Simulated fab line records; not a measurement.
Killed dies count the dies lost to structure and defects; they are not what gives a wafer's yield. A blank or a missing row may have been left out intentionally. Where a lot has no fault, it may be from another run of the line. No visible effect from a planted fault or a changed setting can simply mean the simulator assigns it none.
Which tool did it? :: flow n5_finfet :: 8 lots, 24 wafers sampled, at 9 steps of a route of 1938

== WHAT THE GAUGES READ, wafer by wafer ==
N5_PMOS_HMC_CHANNEL_EPI_INSPECT_30: inspects for defects (darkfield). Usual: raw_defect_count reads 18 (standard deviation 5.9).
lot: L602
measured: day 1 20:18
on: defect_inspect-01
raw_defect_count: 19 29 16
flag: 

lot: L605
measured: day 2 14:02
on: defect_inspect-02
raw_defect_count: 10 12 14
flag: 

lot: L606
measured: day 2 20:56
on: defect_inspect-01
raw_defect_count: 28 12 18
flag: 

lot: L610
measured: day 3 21:50
on: defect_inspect-02
raw_defect_count: 14 30 18
flag: 

lot: L614
measured: day 4 21:46
on: defect_inspect-01
raw_defect_count: 26 14 19
flag: 

lot: L620
measured: day 6 08:31
on: defect_inspect-02
raw_defect_count: 311 20 16
flag: OFF

lot: L624
measured: day 7 08:36
on: defect_inspect-01
raw_defect_count: 21 30 9
flag: 

lot: L625
measured: day 7 14:17
on: defect_inspect-01
raw_defect_count: 15 21 8
flag: 

N5_FIN_SAQP_INSPECT_40: inspects for defects (brightfield). Usual: raw_defect_count reads 259 (standard deviation 74).
lot: L602
measured: day 2 02:15
on: defect_inspect-01
raw_defect_count: 275 218 280
flag: 

lot: L605
measured: day 2 20:08
on: defect_inspect-01
raw_defect_count: 117 269 229
flag: 

lot: L606
measured: day 3 02:44
on: defect_inspect-02
raw_defect_count: 300 176 299
flag: 

lot: L610
measured: day 4 05:17
on: defect_inspect-02
raw_defect_count: 285 284 229
flag: 

lot: L614
measured: day 5 06:51
on: defect_inspect-02
raw_defect_count: 447 358 364
flag: 

lot: L620
measured: day 6 15:17
on: defect_inspect-01
raw_defect_count: 509 294 239
flag: 

lot: L624
measured: day 7 15:22
on: defect_inspect-02
raw_defect_count: 187 191 201
flag: 

lot: L625
measured: day 7 20:21
on: defect_inspect-01
raw_defect_count: 274 276 464
flag: 

N5_FIN_CUT_INSPECT_10: inspects for defects (brightfield). Usual: raw_defect_count reads 47 (standard deviation 13).
lot: L602
measured: day 2 02:46
on: defect_inspect-02
raw_defect_count: 58 45 65
flag: 

lot: L605
measured: day 2 20:39
on: defect_inspect-01
raw_defect_count: 15 40 42
flag: 

lot: L606
measured: day 3 03:08
on: defect_inspect-01
raw_defect_count: 65 32 53
flag: 

lot: L610
measured: day 4 05:48
on: defect_inspect-02
raw_defect_count: 55 45 49
flag: 

lot: L614
measured: day 5 07:22
on: defect_inspect-02
raw_defect_count: 66 74 76
flag: 

lot: L620
measured: day 6 15:41
on: defect_inspect-01
raw_defect_count: 338 49 41
flag: OFF

lot: L624
measured: day 7 15:46
on: defect_inspect-01
raw_defect_count: 28 25 38
flag: 

lot: L625
measured: day 8 01:23
on: defect_inspect-02
raw_defect_count: 46 55 97
flag: 

N5_FIN_CUT_INSPECT_17: inspects for defects (brightfield). Usual: raw_defect_count reads 267 (standard deviation 81).
lot: L602
measured: day 2 03:43
on: defect_inspect-02
raw_defect_count: 329 212 313
flag: 

lot: L605
measured: day 2 21:41
on: defect_inspect-02
raw_defect_count: 135 302 250
flag: 

lot: L606
measured: day 3 04:41
on: defect_inspect-01
raw_defect_count: 259 171 281
flag: 

lot: L610
measured: day 4 06:44
on: defect_inspect-01
raw_defect_count: 285 289 217
flag: 

lot: L614
measured: day 5 08:37
on: defect_inspect-02
raw_defect_count: 473 390 384
flag: 

lot: L620
measured: day 6 16:39
on: defect_inspect-02
raw_defect_count: 520 332 259
flag: 

lot: L624
measured: day 7 16:44
on: defect_inspect-02
raw_defect_count: 188 208 209
flag: 

lot: L625
measured: day 8 02:23
on: defect_inspect-02
raw_defect_count: 295 322 499
flag: 

N5_BEOL_M4_RC_MEAS_101. Usual: DIBL_N 36.4 mV/V, standard deviation 1.6; DIBL_P 36.2 mV/V, standard deviation 1.8; IOFF_N 0.159 nA/um, standard deviation 0.029; IOFF_P 0.21 nA/um, standard deviation 0.034; ION_N 670 uA/um, standard deviation 12; ION_P 459 uA/um, standard deviation 8.2; SS_N 71.5 mV/dec, standard deviation 0.59; SS_P 73.2 mV/dec, standard deviation 0.54; VT_N 250 mV, standard deviation 3.3; VT_P -250 mV, standard deviation 3.7.
lot: L602
measured: day 8 20:48
on: prober-02
DIBL_N (mV/V): 35.8 36.6 36.6
DIBL_P (mV/V): 37.4 37.3 37.5
IOFF_N (nA/um): 0.150 0.153 0.164
IOFF_P (nA/um): 0.20 0.20 0.21
ION_N (uA/um): 673 659 671
ION_P (uA/um): 460 447 459
SS_N (mV/dec): 71.2 71.3 71.5
SS_P (mV/dec): 73.4 73.6 73.1
VT_N (mV): 248 251 251
VT_P (mV): -251 -252 -254
flag: 

lot: L605
measured: day 9 17:08
on: prober-02
DIBL_N (mV/V): 38.1 39.7 37.4
DIBL_P (mV/V): 36.5 38.4 35.3
IOFF_N (nA/um): 0.204 0.260 0.191
IOFF_P (nA/um): 0.25 0.31 0.24
ION_N (uA/um): 697 698 683
ION_P (uA/um): 472 477 469
SS_N (mV/dec): 72.2 72.9 72.1
SS_P (mV/dec): 73.0 73.5 73.2
VT_N (mV): 248 243 247
VT_P (mV): -247 -241 -247
flag: 

lot: L606
measured: day 9 19:52
on: prober-01
DIBL_N (mV/V): 37.4 34.0 35.3
DIBL_P (mV/V): 39.1 34.9 35.5
IOFF_N (nA/um): 0.216 0.136 0.154
IOFF_P (nA/um): 0.26 0.20 0.19
ION_N (uA/um): 689 673 667
ION_P (uA/um): 473 460 454
SS_N (mV/dec): 71.9 70.8 71.1
SS_P (mV/dec): 73.9 73.1 73.5
VT_N (mV): 241 251 250
VT_P (mV): -246 -253 -253
flag: 

lot: L610
measured: day 11 16:36
on: prober-01
DIBL_N (mV/V): 35.4 34.2 36.1
DIBL_P (mV/V): 35.6 34.4 38.2
IOFF_N (nA/um): 0.146 0.130 0.167
IOFF_P (nA/um): 0.17 0.15 0.20
ION_N (uA/um): 671 657 672
ION_P (uA/um): 458 442 455
SS_N (mV/dec): 71.8 72.3 72.0
SS_P (mV/dec): 72.9 72.1 73.4
VT_N (mV): 250 255 249
VT_P (mV): -255 -256 -251
flag: 

lot: L614
measured: day 12 08:26
on: prober-01
DIBL_N (mV/V): 36.2 36.7 35.9
DIBL_P (mV/V): 35.0 34.4 33.1
IOFF_N (nA/um): 0.141 0.149 0.131
IOFF_P (nA/um): 0.21 0.19 0.19
ION_N (uA/um): 664 656 669
ION_P (uA/um): 462 459 460
SS_N (mV/dec): 71.5 71.7 70.6
SS_P (mV/dec): 73.0 72.9 72.8
VT_N (mV): 252 253 250
VT_P (mV): -249 -251 -251
flag: 

lot: L620
measured: day 13 02:19
on: prober-01
DIBL_N (mV/V): 38.3 35.2 37.8
DIBL_P (mV/V): 39.3 37.0 40.3
IOFF_N (nA/um): 0.193 0.148 0.189
IOFF_P (nA/um): 0.27 0.23 0.29
ION_N (uA/um): 676 677 679
ION_P (uA/um): 464 467 473
SS_N (mV/dec): 72.3 70.9 72.2
SS_P (mV/dec): 73.4 73.4 74.0
VT_N (mV): 247 249 245
VT_P (mV): -246 -246 -243
flag: 

lot: L624
measured: day 14 19:29
on: prober-01
DIBL_N (mV/V): 36.1 37.3 33.1
DIBL_P (mV/V): 37.1 39.1 34.9
IOFF_N (nA/um): 0.157 0.196 0.117
IOFF_P (nA/um): 0.22 0.26 0.19
ION_N (uA/um): 657 689 652
ION_P (uA/um): 458 472 460
SS_N (mV/dec): 71.7 71.7 70.8
SS_P (mV/dec): 73.4 73.6 72.5
VT_N (mV): 253 247 253
VT_P (mV): -250 -248 -250
flag: 

lot: L625
measured: day 14 23:20
on: prober-02
DIBL_N (mV/V): 37.0 32.8 32.9
DIBL_P (mV/V): 37.7 33.8 34.5
IOFF_N (nA/um): 0.179 0.114 0.119
IOFF_P (nA/um): 0.27 0.20 0.23
ION_N (uA/um): 671 657 660
ION_P (uA/um): 468 466 464
SS_N (mV/dec): 72.1 70.8 70.8
SS_P (mV/dec): 73.9 72.3 73.0
VT_N (mV): 248 255 249
VT_P (mV): -245 -246 -247
flag: 

== EACH LOT AND THE TOOL THAT RAN IT (in order: tool; ch and the chambers of the sampled wafers; start) ==
lot: L602
N5_PMOS_HMC_CHANNEL_EPI_ETCH_32: rie_diel-04 ch 0,1,2, day 1 17:24
N5_PMOS_HMC_CHANNEL_EPI_STRIP_33: rie_diel-04 ch 0,1,2, day 1 17:30
N5_PMOS_HMC_CHANNEL_EPI_PRECLEAN_37: wet_bench-03 ch 5,6,7, day 1 19:46
N5_FIN_SAQP_HM_DEP_03: pecvd-01 ch 0,1,2, day 1 20:50

lot: L605
N5_PMOS_HMC_CHANNEL_EPI_ETCH_32: rie_diel-05 ch 0,1, day 2 11:20
N5_PMOS_HMC_CHANNEL_EPI_STRIP_33: rie_diel-05 ch 0,1, day 2 11:26
N5_PMOS_HMC_CHANNEL_EPI_PRECLEAN_37: wet_bench-03 ch 3,4,7, day 2 13:35
N5_FIN_SAQP_HM_DEP_03: pecvd-03 ch 0,2, day 2 14:35

lot: L606
N5_PMOS_HMC_CHANNEL_EPI_ETCH_32: rie_diel-05 ch 0,1,2, day 2 17:59
N5_PMOS_HMC_CHANNEL_EPI_STRIP_33: rie_diel-05 ch 0,1,2, day 2 18:05
N5_PMOS_HMC_CHANNEL_EPI_PRECLEAN_37: wet_bench-03 ch 2,3,4, day 2 20:30
N5_FIN_SAQP_HM_DEP_03: pecvd-04 ch 0,1, day 2 21:35

lot: L610
N5_PMOS_HMC_CHANNEL_EPI_ETCH_32: rie_diel-02 ch 0,2,3, day 3 17:59
N5_PMOS_HMC_CHANNEL_EPI_STRIP_33: rie_diel-02 ch 0,2,3, day 3 18:05
N5_PMOS_HMC_CHANNEL_EPI_PRECLEAN_37: wet_bench-06 ch 3,4,5, day 3 21:17
N5_FIN_SAQP_HM_DEP_03: pecvd-03 ch 0,1,2, day 3 22:36

lot: L614
N5_PMOS_HMC_CHANNEL_EPI_ETCH_32: rie_diel-02 ch 1,2, day 4 17:20
N5_PMOS_HMC_CHANNEL_EPI_STRIP_33: rie_diel-02 ch 1,2, day 4 17:26
N5_PMOS_HMC_CHANNEL_EPI_PRECLEAN_37: wet_bench-06 ch 0,4,7, day 4 21:19
N5_FIN_SAQP_HM_DEP_03: pecvd-01 ch 0,2, day 4 23:02

lot: L620
N5_PMOS_HMC_CHANNEL_EPI_ETCH_32: rie_diel-05 ch 0,1, day 6 05:22
N5_PMOS_HMC_CHANNEL_EPI_STRIP_33: rie_diel-05 ch 0,1, day 6 05:27
N5_PMOS_HMC_CHANNEL_EPI_PRECLEAN_37: wet_bench-03 ch 0,1,2, day 6 08:04
N5_FIN_SAQP_HM_DEP_03: pecvd-03 ch 1,2, day 6 10:02

lot: L624
N5_PMOS_HMC_CHANNEL_EPI_ETCH_32: rie_diel-05 ch 0,2,3, day 7 05:54
N5_PMOS_HMC_CHANNEL_EPI_STRIP_33: rie_diel-05 ch 0,2,3, day 7 06:00
N5_PMOS_HMC_CHANNEL_EPI_PRECLEAN_37: wet_bench-05 ch 1,6,7, day 7 08:10
N5_FIN_SAQP_HM_DEP_03: pecvd-04 ch 0,1, day 7 09:19

lot: L625
N5_PMOS_HMC_CHANNEL_EPI_ETCH_32: rie_diel-05 ch 0,1,3, day 7 11:35
N5_PMOS_HMC_CHANNEL_EPI_STRIP_33: rie_diel-05 ch 0,1,3, day 7 11:41
N5_PMOS_HMC_CHANNEL_EPI_PRECLEAN_37: wet_bench-05 ch 0,2,7, day 7 13:50
N5_FIN_SAQP_HM_DEP_03: pecvd-04 ch 1,2, day 7 14:58
- N5_PMOS_HMC_CHANNEL_EPI_ETCH_32: etches BARC in N2/H2, stops on SiO2, target depth 85.8 nm, time 50.3 s.
- N5_PMOS_HMC_CHANNEL_EPI_STRIP_33: strips in N2/H2.
- N5_PMOS_HMC_CHANNEL_EPI_PRECLEAN_37: cleans in O3/DIW, time 45 s.
- N5_FIN_SAQP_HM_DEP_03: deposits SiNx from SiH4/NH3/N2, target thk 38 nm, time 33.6 s.

== AS READ BY THE TOOLS THEMSELVES (means over the sampled wafers that have a number; for cases with no such wafer, the mark the record gives instead) ==
N5_PMOS_HMC_CHANNEL_EPI_ETCH_32. Usual: bias_w 150.0 W, standard deviation 0.46; drypump_motor_current_A 5.7 A, standard deviation 0.42; oes_product_au 0.67 a.u., standard deviation 0.082; rf_vpp_V 524 V, standard deviation 3; showerhead_plenum_p_Torr 2.54 Torr, standard deviation 0.1; throttle_valve_pct 18.07 %, standard deviation 0.22.
lot: L602
tool: rie_diel-04
bias_w (W): 149.9
drypump_motor_current_A (A): 5.4
oes_product_au (a.u.): 0.61
rf_vpp_V (V): 521
showerhead_plenum_p_Torr (Torr): 2.45
throttle_valve_pct (%): 18.13
flag: 

lot: L605
tool: rie_diel-05
bias_w (W): 150.3
drypump_motor_current_A (A): 5.7
oes_product_au (a.u.): 0.62
rf_vpp_V (V): 521
showerhead_plenum_p_Torr (Torr): 2.48
throttle_valve_pct (%): 18.20
flag: 

lot: L606
tool: rie_diel-05
bias_w (W): 150.1
drypump_motor_current_A (A): 5.7
oes_product_au (a.u.): 0.66
rf_vpp_V (V): 523
showerhead_plenum_p_Torr (Torr): 2.49
throttle_valve_pct (%): 18.09
flag: 

lot: L610
tool: rie_diel-02
bias_w (W): 150.0
drypump_motor_current_A (A): 5.7
oes_product_au (a.u.): 0.67
rf_vpp_V (V): 524
showerhead_plenum_p_Torr (Torr): 2.60
throttle_valve_pct (%): 18.11
flag: 

lot: L614
tool: rie_diel-02
bias_w (W): 150.1
drypump_motor_current_A (A): 5.3
oes_product_au (a.u.): 0.64
rf_vpp_V (V): 524
showerhead_plenum_p_Torr (Torr): 2.57
throttle_valve_pct (%): 18.17
flag: 

lot: L620
tool: rie_diel-05
bias_w (W): 149.7
drypump_motor_current_A (A): 5.7
oes_product_au (a.u.): 0.61
rf_vpp_V (V): 522
showerhead_plenum_p_Torr (Torr): 2.47
throttle_valve_pct (%): 18.24
flag: 

lot: L624
tool: rie_diel-05
bias_w (W): 149.5
drypump_motor_current_A (A): 5.6
oes_product_au (a.u.): 0.68
rf_vpp_V (V): 524
showerhead_plenum_p_Torr (Torr): 2.54
throttle_valve_pct (%): 17.95
flag: 

lot: L625
tool: rie_diel-05
bias_w (W): 150.0
drypump_motor_current_A (A): 5.9
oes_product_au (a.u.): 0.64
rf_vpp_V (V): 524
showerhead_plenum_p_Torr (Torr): 2.56
throttle_valve_pct (%): 18.08
flag: 

N5_PMOS_HMC_CHANNEL_EPI_STRIP_33. Usual: bias_power_w 8.001 W, standard deviation 0.023; drypump_motor_current_A 5.7 A, standard deviation 0.42; oes_product_au 0.79 a.u., standard deviation 0.1; rf_vpp_V 54.2 V, standard deviation 1.7; showerhead_plenum_p_Torr 3.36 Torr, standard deviation 0.13; throttle_valve_pct 19.2 %, standard deviation 0.34.
lot: L602
tool: rie_diel-04
bias_power_w (W): 7.998
drypump_motor_current_A (A): 5.4
oes_product_au (a.u.): 0.70
rf_vpp_V (V): 54.2
showerhead_plenum_p_Torr (Torr): 3.24
throttle_valve_pct (%): 19.0
flag: 

lot: L605
tool: rie_diel-05
bias_power_w (W): 7.976
drypump_motor_current_A (A): 5.7
oes_product_au (a.u.): 0.73
rf_vpp_V (V): 53.9
showerhead_plenum_p_Torr (Torr): 3.28
throttle_valve_pct (%): 19.6
flag: 

lot: L606
tool: rie_diel-05
bias_power_w (W): 7.999
drypump_motor_current_A (A): 5.7
oes_product_au (a.u.): 0.78
rf_vpp_V (V): 54.5
showerhead_plenum_p_Torr (Torr): 3.30
throttle_valve_pct (%): 19.3
flag: 

lot: L610
tool: rie_diel-02
bias_power_w (W): 7.994
drypump_motor_current_A (A): 5.8
oes_product_au (a.u.): 0.79
rf_vpp_V (V): 55.2
showerhead_plenum_p_Torr (Torr): 3.42
throttle_valve_pct (%): 19.3
flag: 

lot: L614
tool: rie_diel-02
bias_power_w (W): 7.998
drypump_motor_current_A (A): 5.4
oes_product_au (a.u.): 0.75
rf_vpp_V (V): 52.7
showerhead_plenum_p_Torr (Torr): 3.39
throttle_valve_pct (%): 19.4
flag: 

lot: L620
tool: rie_diel-05
bias_power_w (W): 8.006
drypump_motor_current_A (A): 5.7
oes_product_au (a.u.): 0.71
rf_vpp_V (V): 52.9
showerhead_plenum_p_Torr (Torr): 3.27
throttle_valve_pct (%): 19.6
flag: 

lot: L624
tool: rie_diel-05
bias_power_w (W): 7.986
drypump_motor_current_A (A): 5.6
oes_product_au (a.u.): 0.80
rf_vpp_V (V): 53.9
showerhead_plenum_p_Torr (Torr): 3.35
throttle_valve_pct (%): 19.1
flag: 

lot: L625
tool: rie_diel-05
bias_power_w (W): 8.021
drypump_motor_current_A (A): 5.9
oes_product_au (a.u.): 0.76
rf_vpp_V (V): 54.3
showerhead_plenum_p_Torr (Torr): 3.38
throttle_valve_pct (%): 19.3
flag: 

N5_FIN_SAQP_HM_DEP_03. Usual: heater_power_w 831 W, standard deviation 120; showerhead_plenum_p_Torr 5.14 Torr, standard deviation 0.087; susceptor_temp_C 400.01 C, standard deviation 0.23; throttle_valve_pct 40.3 %, standard deviation 2.9.
lot: L602
tool: pecvd-01
heater_power_w (W): 829
showerhead_plenum_p_Torr (Torr): 5.16
susceptor_temp_C (C): 399.93
throttle_valve_pct (%): 42.1
flag: 

lot: L605
tool: pecvd-03
heater_power_w (W): 760
showerhead_plenum_p_Torr (Torr): 5.22
susceptor_temp_C (C): 399.79
throttle_valve_pct (%): 40.6
flag: 

lot: L606
tool: pecvd-04
heater_power_w (W): 886
showerhead_plenum_p_Torr (Torr): 5.18
susceptor_temp_C (C): 399.88
throttle_valve_pct (%): 39.3
flag: 

lot: L610
tool: pecvd-03
heater_power_w (W): 840
showerhead_plenum_p_Torr (Torr): 5.13
susceptor_temp_C (C): 400.15
throttle_valve_pct (%): 40.5
flag: 

lot: L614
tool: pecvd-01
heater_power_w (W): 857
showerhead_plenum_p_Torr (Torr): 5.14
susceptor_temp_C (C): 399.93
throttle_valve_pct (%): 42.3
flag: 

lot: L620
tool: pecvd-03
heater_power_w (W): 803
showerhead_plenum_p_Torr (Torr): 5.05
susceptor_temp_C (C): 399.85
throttle_valve_pct (%): 40.3
flag: 

lot: L624
tool: pecvd-04
heater_power_w (W): 851
showerhead_plenum_p_Torr (Torr): 5.15
susceptor_temp_C (C): 400.14
throttle_valve_pct (%): 39.6
flag: 

lot: L625
tool: pecvd-04
heater_power_w (W): 790
showerhead_plenum_p_Torr (Torr): 5.07
susceptor_temp_C (C): 399.92
throttle_valve_pct (%): 37.9
flag: 

== THE ANSWER, worked out from the rows above alone ==
Rule: lot off if the mean of its wafers having a number is beyond 3 standard deviations from the usual mean. Also off: a lot with no number at a reading for which 4 or more lots have one. Any other lot the step has rows for is counted as sound. After the gauges, taken in route order, come the tools' own readings; for these a lot's mean is taken, as printed above. At the first step where some lot is off, the reading lying furthest off is the one used; lots without a number count as furthest.
Off at N5_PMOS_HMC_CHANNEL_EPI_INSPECT_30 (raw_defect_count): L620.
If a tool, at a process step before that reading, ran all the lots that are off and no sound lot after the first of them, it fits. The gauges at N5_PMOS_HMC_CHANNEL_EPI_INSPECT_30 aren't tried: what is off there is off at N5_FIN_CUT_INSPECT_10 too, on other tools, and a gauge's error can't cause that. One fits: N5_PMOS_HMC_CHANNEL_EPI_PRECLEAN_37 on wet_bench-03. A fault onset in the window from L606 (day 2 20:30, its last sound lot) to L620 (day 6 08:04, its first lot off) fits.

== WHAT HAD BEEN PUT IN BY THE SIMULATOR ==
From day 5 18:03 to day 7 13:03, wet_bench-03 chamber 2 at N5_PMOS_HMC_CHANNEL_EPI_PRECLEAN_37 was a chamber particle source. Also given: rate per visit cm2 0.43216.
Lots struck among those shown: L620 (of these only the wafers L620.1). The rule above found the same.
